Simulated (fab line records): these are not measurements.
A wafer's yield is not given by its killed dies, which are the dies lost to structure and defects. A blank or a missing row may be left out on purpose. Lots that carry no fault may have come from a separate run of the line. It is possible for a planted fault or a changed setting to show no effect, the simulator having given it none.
fab line records	flow n5_finfet
[record] lots = 9	wafers = 25	last_day = 18
route steps=1938 shown FIN_CUT@172 STI_FIN_REVEAL@200 BEOL_M4@1111 PASSIVATION@1936
lots untouched by any fault: they come from a run of this same line in which no faults occurred
start_h: start of the lot's first displayed wafer, in hours after the record's first day	wait_h: hours elapsed since this lot's preceding step	" repeats the value in the row above	L1.1+2: several wafers, shown together as one row	- no value present, or no start provided	* or withheld: withheld	< > ~ a bound
route shown NAME@n: names a module that has steps shown in the file, with the first one's number in the route	usual: average and standard deviation across the fault-free wafers	same: alike in all rows	chamber/n: place in a boat	sites: per-site readings	_std_site: the values' standard deviation	_edge_site: inner sites' mean taken away from outer sites' mean	radius_mm: for every site, how far away it sits from the centre of the wafer	mask NAME#n: copy n	behind: the last tool/chamber to shape the wafer	hold: what put the lot on hold/how long, in hours/how the hold closed	device: which transistor (n, p or np) failed to switch	end of line: at the end of the route, the tests of the same wafers	a step given without rows: its recipe and nothing more	killed: dies that structure and defects cost at the first sort, which is not the same as the wafer's yield	map: a wafer's dies, marking killed ones x, the rest . and places with no die _
set.NAME: the setting as run; set.NAME@STEP: as run at that earlier step	model.NAME: the simulator's own value behind a step, which no gauge read
the route's steps for a sample of lots (tables are steps, rows are wafers)
services: a tool's chamber out of use, with start hour (start_h, from the record's first day; less than 0 if before it), hours out, and reason
[[steps]]
[step N5_FIN_CUT_STRIP_24]
[recipe] chemistry = CF4	resist = SiARC	power_w = 300	bias_power_w = 75	pressure_mtorr = 50	cf4_flow_sccm = 150	rf_frequency_hz = 6e+07
[usual] drypump_motor_current_A = 5.6/0.43	oes_product_au = 0.78/0.086	rf_vpp_V = 271.3/1.5	showerhead_plenum_p_Torr = 1.81/0.049	throttle_valve_pct = 13.57/0.17
lot.wafer	tool	chamber	start_h	wait_h	drypump_motor_current_A	oes_product_au	rf_hours_counter_h	rf_vpp_V	showerhead_plenum_p_Torr	throttle_valve_pct
L920.1	rie_diel-02	1	38.60	0.0	4.9	0.71	210	273.1	1.85	13.68
L920.3	"	0	"	"	5.3	0.71	216	267.4	1.71	13.66
L920.6	"	2	"	"	5.6	0.78	-	273.1	1.82	13.43
L923.1	rie_diel-02	3	60.68	0.0	5.2	0.73	136	273.1	1.87	13.72
L923.3	"	0	"	"	5.3	0.71	222	268.1	1.71	13.69
L923.4	"	2	"	"	5.6	0.77	128	271.8	1.81	13.45
L927.1	rie_diel-04	1	81.44	0.0	5.4	0.66	264	270.7	1.76	13.78
L927.5	"	2	"	"	6.3	0.92	-	271.3	1.85	13.55
L927.6	"	1	"	"	5.4	0.67	-	270.7	1.76	13.77
L928.2	rie_diel-04	1	87.22	0.0	5.4	0.66	266	269.0	1.76	13.78
L928.3	"	0	"	"	5.9	0.78	107	270.6	1.79	13.31
L928.5	"	1	"	"	5.3	0.66	-	269.7	1.76	13.80
L929.5	rie_diel-02	3	94.41	0.0	5.1	0.72	-	271.9	1.86	13.73
L929.6	"	0	"	"	5.3	0.70	-	268.9	1.71	13.69
L933.1	rie_diel-05	2	116.91	0.0	5.5	0.92	22	272.0	1.84	13.37
L933.6	"	3	"	"	5.6	0.95	-	269.8	1.77	13.26
L934.1	rie_diel-02	0	126.02	0.0	5.3	0.70	241	267.7	1.71	13.73
L934.3	"	1	"	"	4.9	0.70	235	272.0	1.84	13.72
L934.5	"	3	"	"	5.2	0.73	-	273.3	1.86	13.77
L939.2	rie_diel-04	1	153.24	0.0	5.4	0.95	3	269.0	1.75	13.18
L939.4	"	0	"	"	5.9	0.77	131	271.4	1.78	13.36
L939.6	"	3	"	"	5.7	0.87	-	271.7	1.84	13.60
L941.1	rie_diel-05	1	164.44	0.0	5.6	0.74	147	271.7	1.79	13.51
L941.2	"	0	"	"	6.2	0.75	164	271.7	1.85	13.77
L941.3	"	3	"	"	5.5	0.92	15	269.4	1.76	13.30
[step N5_FIN_CUT_STRIP_22]
[recipe] chemistry = N2/H2	power_w = 500	temp_c = 40	pressure_mtorr = 50	rf_frequency_hz = 6e+07	overash_fraction = 0.3	bias_power_w = 8	h2_frac = 0.5	n2_flow_sccm = 300	h2_flow_sccm = 300
[usual] drypump_motor_current_A = 5.6/0.4	oes_product_au = 0.80/0.089	rf_vpp_V = 54.2/2.1	showerhead_plenum_p_Torr = 3.40/0.085	throttle_valve_pct = 18.9/0.41
lot.wafer	tool	chamber	start_h	wait_h	drypump_motor_current_A	oes_product_au	rf_hours_counter_h	rf_vpp_V	showerhead_plenum_p_Torr	throttle_valve_pct
L920.1	rie_diel-02	3	38.95	0.0	5.2	0.77	130	53.9	3.52	19.3
L920.3	"	2	"	"	5.6	0.80	121	56.1	3.36	18.4
L920.6	"	1	"	"	4.9	0.70	-	52.3	3.45	18.8
L923.1	rie_diel-02	3	61.02	0.0	5.2	0.75	136	52.7	3.52	19.4
L923.3	"	1	"	"	4.9	0.71	217	53.7	3.45	18.8
L923.4	"	2	"	"	5.6	0.79	128	54.0	3.36	18.4
L927.1	rie_diel-02	3	81.84	0.1	5.2	0.73	142	54.4	3.52	19.3
L927.5	"	3	"	"	5.2	0.75	-	55.9	3.52	19.4
L927.6	"	0	"	"	5.4	0.72	-	52.9	3.21	19.3
L928.2	rie_diel-04	0	87.55	0.0	5.9	0.79	107	54.2	3.37	18.6
L928.3	"	1	"	"	5.4	0.67	266	58.9	3.30	19.4
L928.5	"	2	"	"	6.4	0.91	-	59.6	3.44	19.5
L929.5	rie_diel-05	2	94.81	0.1	5.5	0.97	-	53.3	3.44	18.6
L929.6	"	0	"	"	6.2	0.75	-	54.6	3.50	19.4
L933.1	rie_diel-04	0	117.24	0.0	5.9	0.80	117	52.2	3.36	18.6
L933.6	"	0	"	"	5.9	0.80	-	51.5	3.36	18.6
L934.1	rie_diel-02	1	126.36	0.0	4.9	0.70	235	56.6	3.44	18.9
L934.3	"	0	"	"	5.4	0.68	241	57.3	3.21	19.3
L934.5	"	2	"	"	5.6	0.77	-	53.3	3.35	18.4
L939.2	rie_diel-05	0	153.57	0.0	6.2	0.73	161	52.5	3.49	19.4
L939.4	"	3	"	"	5.6	0.93	12	57.2	3.27	18.1
L939.6	"	3	"	"	5.6	0.92	-	57.3	3.27	18.1
L941.1	rie_diel-04	2	164.77	0.0	6.4	0.88	43	53.7	3.43	19.5
L941.2	"	0	"	"	5.9	0.77	134	56.5	3.35	18.6
L941.3	"	1	"	"	5.3	0.97	6	47.4	3.30	19.0
[step N5_STI_FIN_REVEAL_OXIDATION_31]
[recipe] chemistry = O2_PLASMA_REMOTE	temp_c = 150	time_s = 20	pressure_mtorr = 1000	source_power_w = 2000	o2_flow_sccm = 3000
[usual] drypump_motor_current_A = 5.9/0.31	heater_power_w = 149/14
lot.wafer	tool	chamber	start_h	wait_h	drypump_motor_current_A	heater_power_w	rf_hours_counter_h
L920.1	plasma_asher-01	0	53.50	0.0	6.0	171	31
L920.3	"	1	"	"	5.4	145	-
L920.6	"	1	"	"	5.4	143	-
L923.1	plasma_asher-02	0	69.31	0.0	6.3	158	85
L923.3	"	1	"	"	5.8	132	-
L923.4	"	0	"	"	6.3	153	-
L927.1	plasma_asher-02	0	90.06	0.0	6.3	155	88
L927.5	"	1	"	"	5.8	132	-
L927.6	"	0	"	"	6.3	159	-
L928.2	plasma_asher-02	0	95.77	0.0	6.3	159	89
L928.3	"	0	"	"	6.3	153	-
L928.5	"	1	"	"	5.8	133	-
L929.5	plasma_asher-01	1	104.08	0.1	5.5	144	-
L929.6	"	0	"	"	6.0	171	-
L933.1	plasma_asher-02	0	125.79	0.0	6.3	156	96
L933.6	"	0	"	"	6.3	158	-
L934.1	plasma_asher-02	1	137.23	0.0	5.8	133	98
L934.3	"	1	"	"	5.8	134	-
L934.5	"	0	"	"	6.3	156	-
L939.2	plasma_asher-01	0	162.27	0.0	6.0	172	53
L939.4	"	1	"	"	5.4	148	-
L939.6	"	0	"	"	6.0	173	-
L941.1	plasma_asher-01	1	178.60	0.0	5.4	145	55
L941.2	"	0	"	"	6.0	170	55
L941.3	"	1	"	"	5.4	142	-
[step N5_STI_FIN_REVEAL_CD_MEAS_22]
[recipe] target_cd_nm = 6.238	pitch_nm = 28	polarity = line
[usual] cd_nm = 6.28/0.26
lot.wafer	tool	chamber	start_h	wait_h	cd_nm
L920.1	cd_sem-01	-	54.06	0.0	6.26
L920.3	"	-	"	"	6.19
L920.6	"	-	"	"	6.53
L923.1	cd_sem-02	-	69.83	0.0	6.42
L923.3	"	-	"	"	5.88
L923.4	"	-	"	"	6.12
L927.1	cd_sem-01	-	90.58	0.0	6.16
L927.5	"	-	"	"	6.30
L927.6	"	-	"	"	6.27
L928.2	cd_sem-02	-	96.47	0.0	6.21
L928.3	"	-	"	"	6.55
L928.5	"	-	"	"	6.02
L929.5	cd_sem-02	-	104.56	0.0	6.00
L929.6	"	-	"	"	6.64
L933.1	cd_sem-01	-	126.30	0.0	7.16
L933.6	"	-	"	"	7.25
L934.1	cd_sem-02	-	137.80	0.0	6.21
L934.3	"	-	"	"	6.44
L934.5	"	-	"	"	7.18
L939.2	cd_sem-01	-	162.79	0.0	6.01
L939.4	"	-	"	"	6.13
L939.6	"	-	"	"	6.40
L941.1	cd_sem-02	-	179.12	0.0	6.19
L941.2	"	-	"	"	6.69
L941.3	"	-	"	"	6.82
[step N5_STI_FIN_REVEAL_INSPECT_13]
[recipe] inspect_instrument = darkfield	mode = post_clean
[usual] raw_defect_count = 13/5.7
lot.wafer	tool	chamber	start_h	wait_h	raw_defect_count
L920.1	defect_inspect-01	-	54.19	0.0	7
L920.3	"	-	"	"	10
L920.6	"	-	"	"	17
L923.1	defect_inspect-01	-	69.95	0.0	14
L923.3	"	-	"	"	5
L923.4	"	-	"	"	8
L927.1	defect_inspect-01	-	90.70	0.0	21
L927.5	"	-	"	"	21
L927.6	"	-	"	"	7
L928.2	defect_inspect-01	-	96.59	0.0	13
L928.3	"	-	"	"	14
L928.5	"	-	"	"	15
L929.5	defect_inspect-01	-	104.69	0.0	15
L929.6	"	-	"	"	8
L933.1	defect_inspect-01	-	126.42	0.0	8
L933.6	"	-	"	"	19
L934.1	defect_inspect-01	-	137.92	0.0	13
L934.3	"	-	"	"	16
L934.5	"	-	"	"	17
L939.2	defect_inspect-02	-	162.90	0.0	5
L939.4	"	-	"	"	29
L939.6	"	-	"	"	13
L941.1	defect_inspect-02	-	179.24	0.0	16
L941.2	"	-	"	"	12
L941.3	"	-	"	"	7
[step N5_BEOL_M4_RC_MEAS_101]
[usual] DIBL_N = 35.7/1.5	DIBL_P = 35.7/2	IOFF_N = 0.155/0.026	IOFF_N_85C = 3.0/0.43	IOFF_N_LIN = 0.072/0.0099	IOFF_N_LONG = 5.53e-05/2.5e-06	IOFF_P = 0.20/0.031	IOFF_P_85C = 3.5/0.45	IOFF_P_LIN = 0.096/0.012	ION_N = 675/11	ION_P = 462/7.1	SS_N = 71.3/0.57	SS_P = 73.1/0.56	VT_N = 250/3	VT_N_LONG = 275.1/2.2	VT_P = -251/3
lot.wafer	tool	chamber	start_h	wait_h	DIBL_N[mV/V]	DIBL_P[mV/V]	IOFF_N[nA/um]	IOFF_N_85C[nA/um]	IOFF_N_LIN[nA/um]	IOFF_N_LONG[nA/um]	IOFF_P[nA/um]	IOFF_P_85C[nA/um]	IOFF_P_LIN[nA/um]	ION_N[uA/um]	ION_P[uA/um]	SS_N[mV/dec]	SS_P[mV/dec]	VT_N[mV]	VT_N_LONG[mV]	VT_P[mV]
L920.1	prober-02	0	194.13	0.0	34.0	33.8	0.141	2.8	0.070	5.81e-05	0.19	3.4	0.097	683	462	71.2	72.1	250	271.1	-250
L920.3	"	0	"	"	36.0	37.2	0.186	3.5	0.085	5.73e-05	0.26	4.4	0.121	685	468	71.9	73.3	245	272.1	-246
L920.6	"	0	"	"	33.7	33.5	0.142	2.8	0.070	5.87e-05	0.19	3.3	0.095	678	465	70.4	72.3	249	271.8	-250
L923.1	prober-01	0	198.41	0.0	32.8	32.8	0.124	2.5	0.060	5.65e-05	0.17	2.9	0.085	669	460	71.5	72.4	251	273.7	-251
L923.3	"	0	"	"	30.9	30.8	0.101	2.1	0.050	5.55e-05	0.14	2.6	0.077	638	444	69.9	71.8	256	274.5	-255
L923.4	"	0	"	"	34.8	34.6	0.152	3.0	0.070	5.74e-05	0.19	3.2	0.092	676	460	71.7	72.7	247	276.1	-252
L927.1	prober-01	0	224.64	0.0	34.8	33.6	0.122	2.4	0.060	5.2e-05	0.17	3.0	0.081	652	450	71.1	73.1	255	274.0	-256
L927.5	"	0	"	"	36.7	35.2	0.161	3.0	0.076	5.45e-05	0.18	3.2	0.087	677	459	71.2	73.7	248	274.9	-256
L927.6	"	0	"	"	36.9	35.2	0.152	2.9	0.072	5.16e-05	0.19	3.3	0.089	675	450	71.0	72.9	253	275.3	-256
L928.2	prober-01	0	232.45	0.2	34.5	35.2	0.134	2.6	0.064	5.21e-05	0.16	2.9	0.079	678	463	71.0	72.7	251	276.3	-255
L928.3	"	0	"	"	37.3	38.2	0.171	3.2	0.078	5.3e-05	0.20	3.4	0.092	684	462	72.0	74.3	247	275.9	-254
L928.5	"	0	"	"	37.2	37.7	0.164	3.2	0.075	5.34e-05	0.20	3.4	0.092	682	461	71.2	74.1	250	275.8	-252
L929.5	prober-02	0	234.34	0.6	34.3	32.8	0.128	2.6	0.062	5.42e-05	0.16	3.0	0.084	664	452	70.4	73.3	251	273.5	-253
L929.6	"	0	"	"	36.0	35.0	0.170	3.2	0.080	5.49e-05	0.20	3.5	0.097	689	464	71.7	73.6	246	275.5	-251
L933.6	prober-02	0	261.17	0.8	40.6	42.2	0.272	4.8	0.125	6.69e-05	0.33	5.3	0.164	704	473	72.9	73.9	241	267.2	-244
L934.1	prober-01	0	277.73	0.0	36.7	36.3	0.157	3.1	0.075	5.78e-05	0.21	3.8	0.101	682	472	72.4	72.9	248	274.9	-248
L934.3	"	0	"	"	37.4	37.0	0.171	3.4	0.079	5.75e-05	0.23	3.9	0.106	683	469	72.5	73.6	248	273.5	-247
L934.5	"	0	"	"	41.2	42.3	0.303	5.4	0.139	6.68e-05	0.37	5.9	0.172	710	484	72.8	74.9	237	263.5	-241
L939.2	prober-02	0	312.09	0.2	31.0	29.9	0.093	2.0	0.049	5.59e-05	0.14	2.5	0.074	657	459	69.6	71.6	255	275.0	-254
L939.4	"	0	"	"	36.2	35.2	0.162	3.2	0.074	5.69e-05	0.20	3.5	0.096	678	460	71.8	73.4	248	276.1	-250
L939.6	"	0	"	"	37.6	38.5	0.201	3.9	0.088	5.64e-05	0.26	4.2	0.115	679	464	71.5	73.3	249	273.0	-248
L941.1	prober-02	0	320.07	0.0	36.7	38.3	0.173	3.3	0.076	5.5e-05	0.21	3.8	0.098	680	466	72.6	73.2	247	275.0	-251
L941.2	"	0	"	"	37.4	38.4	0.189	3.5	0.083	5.42e-05	0.22	3.9	0.101	674	461	71.5	73.3	246	276.7	-251
L941.3	"	0	"	"	35.5	37.9	0.159	3.1	0.072	5.4e-05	0.21	3.8	0.100	683	462	72.3	72.8	249	276.1	-250
[step N5_PASSIVATION_PROBE_49]
[usual] defect_limited_yield = 91.4/1.5	killed_at_M0_to_M3 = 34/10	killed_at_M4_up = 15/6	killed_at_contacts = 12/6	killed_at_front_end = 37/11	killed_at_other = 3.3/2.8	killed_dies = 101/18	killed_open = 66/14	killed_short = 33/7.8	sort_bin_4_leakage = 0/0	sort_bin_5_function = 5.0/0.97	sort_bin_6_memory = 3.2/0.72	sort_bin_8_speed = 0.00/0.01	sort_n_pass = 1079/18	sort_yield_pct = 91.4/1.5
[same] gross_dies = 1180	killed_at_back_side = 0
lot.wafer	tool	chamber	start_h	wait_h	defect_limited_yield[%]	killed_at_M0_to_M3	killed_at_M4_up	killed_at_contacts	killed_at_front_end	killed_at_other	killed_dies	killed_open	killed_short	sort_bin_4_leakage[%]	sort_bin_5_function[%]	sort_bin_6_memory[%]	sort_bin_8_speed[%]	sort_n_pass	sort_yield_pct[%]
L923.4	prober-02	-	304.41	0.2	89.5	69	10	13	25	7	124	90	34	0	6.4	3.8	0	1056	89.5
L927.1	prober-02	-	323.79	0.0	92.2	47	13	6	24	2	92	49	37	0	4.4	2.6	0	1088	92.2
L927.5	prober-02	-	323.99	0.2	92.2	34	15	4	37	2	92	48	35	0	4.7	2.1	0	1088	92.2
L927.6	prober-02	-	324.04	0.3	92.1	41	18	2	29	3	93	47	46	0	4.2	3.2	0	1087	92.1
L928.2	prober-01	-	333.92	0.1	92.4	45	11	13	17	4	90	61	28	0	4.8	2.6	0	1090	92.4
L928.3	prober-01	-	333.97	0.1	93.9	37	7	9	18	1	72	49	23	0	3.3	2.5	0	1108	93.9
L928.5	prober-01	-	334.07	0.2	92.4	39	8	15	28	0	90	60	22	0	3.7	3.1	0	1090	92.4
L929.5	prober-01	-	348.12	0.2	88.6	36	22	10	65	2	135	92	38	0	6.6	3.9	0	1045	88.6
L929.6	prober-01	-	348.17	0.3	89.4	49	26	8	42	0	125	87	37	0	6.1	4.3	0	1055	89.4
L933.6	prober-02	-	369.62	0.3	89.0	46	26	15	37	6	130	91	38	0	7.2	3.6	0	1050	89.0
L934.1	prober-01	-	385.66	0.0	93.6	22	11	6	33	4	76	52	20	0	3.6	2.3	0	1104	93.6
L934.3	prober-01	-	385.76	0.1	93.9	19	13	12	26	2	72	47	25	0	3.0	3.1	0	1108	93.9
L934.5	prober-01	-	385.86	0.2	92.0	24	13	8	47	2	94	67	24	0.34	4.6	2.8	0	1082	91.7
L939.2	prober-02	-	418.00	0.1	90.7	38	23	7	32	10	110	76	34	0	5.3	3.7	0	1070	90.7
L939.4	prober-02	-	418.10	0.2	92.6	41	12	4	28	2	87	47	40	0	4.2	3.0	0	1093	92.6
L939.6	prober-02	-	418.20	0.3	93.2	29	10	8	28	5	80	53	27	0	4.1	2.3	0	1100	93.2
L941.1	prober-01	-	429.95	0.0	88.8	41	18	18	49	6	132	97	30	0	6.5	4.5	0	1048	88.8
L941.2	prober-01	-	430.00	0.1	88.2	23	33	20	59	4	139	107	31	0	7.7	4.0	0	1041	88.2
L941.3	prober-01	-	430.05	0.1	91.9	24	28	6	32	5	95	69	24	0	5.2	2.6	0	1085	91.9
// killed by level:class
L923.4 BEOL_M2:geometric_particle:open=32 MOL_CONTACT_COAG:geometric_particle:open=12 BEOL_M1:geometric_particle:open=9 BEOL_M2:geometric_particle:short=9 FIN_SAQP:geometric_particle:open=6 BEOL_M0_SAQP:geometric_particle:open=6 STI_FIN_REVEAL:geometric_particle:open=5 BEOL_M3:geometric_particle:open=5
L927.1 BEOL_M0_SAQP:geometric_particle:short=19 BEOL_M0_SAQP:geometric_particle:open=16 BEOL_M4:geometric_particle:open=9 FIN_SAQP:geometric_particle:short=5 MOL_CONTACT_COAG:geometric_particle:open=5 BEOL_M1:geometric_particle:open=5 HKMG_FIN:area_etch=5 BEOL_M2:geometric_particle:open=4
L927.5 BEOL_M0_SAQP:geometric_particle:short=13 BEOL_M0_SAQP:geometric_particle:open=11 STARTING-WAFER:geometric_particle:open=8 HKMG_FIN:area_etch=8 FIN_SAQP:geometric_particle:short=5 BEOL_M4:geometric_particle:open=4 STARTING-WAFER:geometric_particle:short=4 DUMMY_GATE:geometric_particle:open=3
L927.6 BEOL_M0_SAQP:geometric_particle:short=15 BEOL_M3:geometric_particle:short=11 BEOL_M4:geometric_particle:open=11 FIN_SAQP:geometric_particle:short=7 BEOL_M0_SAQP:geometric_particle:open=7 FIN_SAQP:geometric_particle:open=6 GATE_CUT:geometric_particle:short=5 STI_FIN_REVEAL:geometric_particle:open=3
L928.2 MOL_CONTACT_COAG:geometric_particle:open=13 BEOL_M1:geometric_particle:open=13 BEOL_M0_SAQP:geometric_particle:short=9 BEOL_M0_SAQP:geometric_particle:open=7 BEOL_M3:geometric_particle:open=7 BEOL_M3:geometric_particle:short=5 FIN_SAQP:geometric_particle:open=4 GATE_CUT:geometric_particle:short=3
L928.3 MOL_CONTACT_COAG:geometric_particle:open=7 BEOL_M3:geometric_particle:short=7 BEOL_M2:geometric_particle:open=6 BEOL_M3:geometric_particle:open=6 STI_FIN_REVEAL:geometric_particle:open=5 BEOL_M0_SAQP:geometric_particle:open=5 BEOL_M0_SAQP:geometric_particle:short=5 BEOL_M1:geometric_particle:open=5
L928.5 BEOL_M3:geometric_particle:open=21 MOL_CONTACT_COAG:geometric_particle:open=11 FIN_SAQP:geometric_particle:open=8 BEOL_M1:geometric_particle:short=7 HKMG_FIN:area_etch=6 FIN_SAQP:geometric_particle:short=4 DUMMY_GATE:geometric_particle:open=4 MOL_CONTACT_COAG:geometric_particle:short=4
L929.5 FIN_SAQP:geometric_particle:open=18 BEOL_M4:geometric_particle:open=16 STI_FIN_REVEAL:geometric_particle:open=13 FIN_SAQP:geometric_particle:short=12 BEOL_M3:geometric_particle:open=11 MOL_CONTACT_COAG:geometric_particle:open=8 BEOL_M0_SAQP:geometric_particle:short=8 BEOL_M0_SAQP:geometric_particle:open=5
L929.6 BEOL_M4:geometric_particle:open=19 BEOL_M3:geometric_particle:open=13 FIN_SAQP:geometric_particle:open=9 STI_FIN_REVEAL:geometric_particle:open=9 BEOL_M0_SAQP:geometric_particle:short=9 MOL_CONTACT_COAG:geometric_particle:open=8 BEOL_M2:geometric_particle:open=7 BEOL_M0_SAQP:geometric_particle:open=7
L933.6 BEOL_M4:geometric_particle:open=17 BEOL_M0_SAQP:geometric_particle:open=11 BEOL_M3:geometric_particle:open=11 MOL_CONTACT_COAG:geometric_particle:open=10 GATE_CUT:geometric_particle:short=6 FIN_SAQP:geometric_particle:open=5 STI_FIN_REVEAL:geometric_particle:open=5 DUMMY_GATE:geometric_particle:open=5
L934.1 FIN_SAQP:geometric_particle:open=6 BEOL_M0_SAQP:geometric_particle:open=6 BEOL_M0_SAQP:geometric_particle:short=6 STI_FIN_REVEAL:geometric_particle:open=5 DUMMY_GATE:geometric_particle:open=5 MOL_CONTACT_COAG:geometric_particle:open=4 BEOL_M2:geometric_particle:open=4 HKMG_FIN:area_etch=4
L934.3 MOL_CONTACT_COAG:geometric_particle:open=8 STI_FIN_REVEAL:geometric_particle:open=7 BEOL_M0_SAQP:geometric_particle:open=6 FIN_SAQP:geometric_particle:short=5 FIN_SAQP:geometric_particle:open=4 MOL_CONTACT_COAG:geometric_particle:short=4 STI_FIN_REVEAL:geometric_particle:short=3 BEOL_M0:geometric_particle:open=3
L934.5 STI_FIN_REVEAL:geometric_particle:open=20 BEOL_M0_SAQP:geometric_particle:short=9 FIN_SAQP:geometric_particle:open=7 MOL_CONTACT_COAG:geometric_particle:open=7 BEOL_M0_SAQP:geometric_particle:open=5 BEOL_M3:geometric_particle:open=5 FIN_SAQP:geometric_particle:short=3 STI_FIN_REVEAL:geometric_particle:short=3
L939.2 BEOL_M1:geometric_particle:open=11 BEOL_M4:geometric_particle:open=11 FIN_SAQP:geometric_particle:open=10 FIN_SAQP:geometric_particle:short=6 BEOL_M3:geometric_particle:open=6 MOL_CONTACT_COAG:geometric_particle:open=6 BEOL_M2:geometric_particle:open=6 BEOL_M0_SAQP:geometric_particle:short=5
L939.4 BEOL_M0_SAQP:geometric_particle:short=18 BEOL_M0_SAQP:geometric_particle:open=17 FIN_SAQP:geometric_particle:open=8 GATE_CUT:geometric_particle:short=6 MOL_CONTACT_COAG:geometric_particle:open=4 BEOL_M4:geometric_particle:short=4 STARTING-WAFER:geometric_particle:short=4 DUMMY_GATE:geometric_particle:open=3
L939.6 FIN_SAQP:geometric_particle:open=7 MOL_CONTACT_COAG:geometric_particle:open=7 BEOL_M0_SAQP:geometric_particle:open=7 BEOL_M2:geometric_particle:open=7 BEOL_M0_SAQP:geometric_particle:short=6 FIN_SAQP:geometric_particle:short=5 DUMMY_GATE:geometric_particle:open=4 STI_FIN_REVEAL:geometric_particle:open=3
L941.1 BEOL_M2:geometric_particle:open=15 MOL_CONTACT_COAG:geometric_particle:open=15 FIN_SAQP:geometric_particle:open=14 FIN_SAQP:geometric_particle:short=10 STI_FIN_REVEAL:geometric_particle:open=9 BEOL_M1:geometric_particle:open=8 STARTING-WAFER:geometric_particle:open=7 BEOL_M4:geometric_particle:open=5
L941.2 BEOL_M4:geometric_particle:open=19 MOL_CONTACT_COAG:geometric_particle:open=19 GATE_CUT:geometric_particle:open=12 FIN_SAQP:geometric_particle:open=10 FIN_SAQP:geometric_particle:short=8 STI_FIN_REVEAL:geometric_particle:open=8 GATE_CUT:geometric_particle:short=6 BEOL_M2:geometric_particle:open=6
L941.3 BEOL_M4:geometric_particle:open=18 BEOL_M2:geometric_particle:open=8 FIN_SAQP:geometric_particle:open=7 BEOL_M3:geometric_particle:open=7 BEOL_M4:geometric_particle:short=5 FIN_SAQP:geometric_particle:short=4 MOL_CONTACT_COAG:geometric_particle:open=4 STI_FIN_REVEAL:geometric_particle:open=3
[[services]]
tool	chamber	start_h	hours	kind
rie_diel-02	2	19.97	4.2	repair
rie_diel-05	2	23.06	-	clean
rie_diel-04	2	27.76	-	clean
rie_diel-04	2	27.76	-	consumable_replace:focus_ring
rie_diel-04	2	27.76	11.5	scheduled_down
rie_diel-04	2	27.76	11.5	vent_cycle
rie_diel-04	3	28.67	77.2	repair
rie_diel-05	3	55.54	9.2	repair
rie_diel-04	0	57.00	4.1	repair
rie_diel-05	2	63.93	2.1	repair
rie_diel-04	1	105.94	-	clean
rie_diel-04	1	105.94	-	consumable_replace:focus_ring
rie_diel-04	1	105.94	40.1	scheduled_down
rie_diel-04	1	105.94	40.1	vent_cycle
rie_diel-05	1	112.71	3.3	repair
rie_diel-04	2	143.32	5.9	repair
rie_diel-04	-	144.48	0.2	repair
rie_diel-02	2	145.20	5.7	repair
rie_diel-02	0	162.78	-	clean
rie_diel-02	0	162.78	-	consumable_replace:focus_ring
rie_diel-02	0	162.78	-	consumable_replace:showerhead
rie_diel-02	0	162.78	20.6	scheduled_down
rie_diel-02	0	162.78	20.6	vent_cycle
rie_diel-02	-	174.67	14.6	pm
[[key]]
[first_sign] step = N5_STI_FIN_REVEAL_CD_MEAS_22	reading = cd_nm	direction = up	sigmas = 3.6	usual = 6.28	struck = 7.19
[effect] step = N5_BEOL_M4_RC_MEAS_101	reading = IOFF_P_LIN	direction = up	sigmas = 6.2	usual = 0.096	struck = 0.168
[effect] step = N5_BEOL_M4_RC_MEAS_101	reading = IOFF_N_LIN	direction = up	sigmas = 6	usual = 0.072	struck = 0.132
[effect] step = N5_BEOL_M4_RC_MEAS_101	reading = IOFF_N	direction = up	sigmas = 5.1	usual = 0.155	struck = 0.287
[effect] step = N5_BEOL_M4_RC_MEAS_101	reading = IOFF_N_85C	direction = up	sigmas = 4.9	usual = 3.0	struck = 5.1
[effect] step = N5_BEOL_M4_RC_MEAS_101	reading = IOFF_P	direction = up	sigmas = 4.8	usual = 0.20	struck = 0.35
[effect] step = N5_BEOL_M4_RC_MEAS_101	reading = IOFF_P_85C	direction = up	sigmas = 4.7	usual = 3.5	struck = 5.6
[effect] step = N5_BEOL_M4_RC_MEAS_101	reading = IOFF_N_LONG	direction = up	sigmas = 4.6	usual = 5.53e-05	struck = 6.69e-05
[effect] step = N5_BEOL_M4_RC_MEAS_101	reading = VT_N_LONG	direction = down	sigmas = 4.5	usual = 275.1	struck = 265.3
[effect] step = N5_BEOL_M4_RC_MEAS_101	reading = VT_N	direction = down	sigmas = 3.6	usual = 250	struck = 239
[effect] step = N5_BEOL_M4_RC_MEAS_101	reading = DIBL_P	direction = up	sigmas = 3.4	usual = 35.7	struck = 42.3
[effect] step = N5_BEOL_M4_RC_MEAS_101	reading = DIBL_N	direction = up	sigmas = 3.3	usual = 35.7	struck = 40.9
[effect] step = N5_BEOL_M4_RC_MEAS_101	reading = ION_N	direction = up	sigmas = 3	usual = 675	struck = 707
met_at N5_STI_FIN_REVEAL_OXIDATION_31
struck_lots L933,L934
struck_wafers L933.1,L933.6,L934.5
rows_end L933.1
not_acting_at N5_FIN_CUT_STRIP_24,N5_FIN_CUT_STRIP_22,N5_STI_FIN_REVEAL_INSPECT_13
onset_between 95.77 125.79
[fault] kind = process_parameter_drift	tool = plasma_asher-02	chamber = 0	onset_h = 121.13	steps = N5_STI_FIN_REVEAL_OXIDATION_31	channel = time_s	offset = *	shape = step	acts_in = *	stated = *
// rows_end: these wafers met a further fault down the route, and their rows from its step on are left out
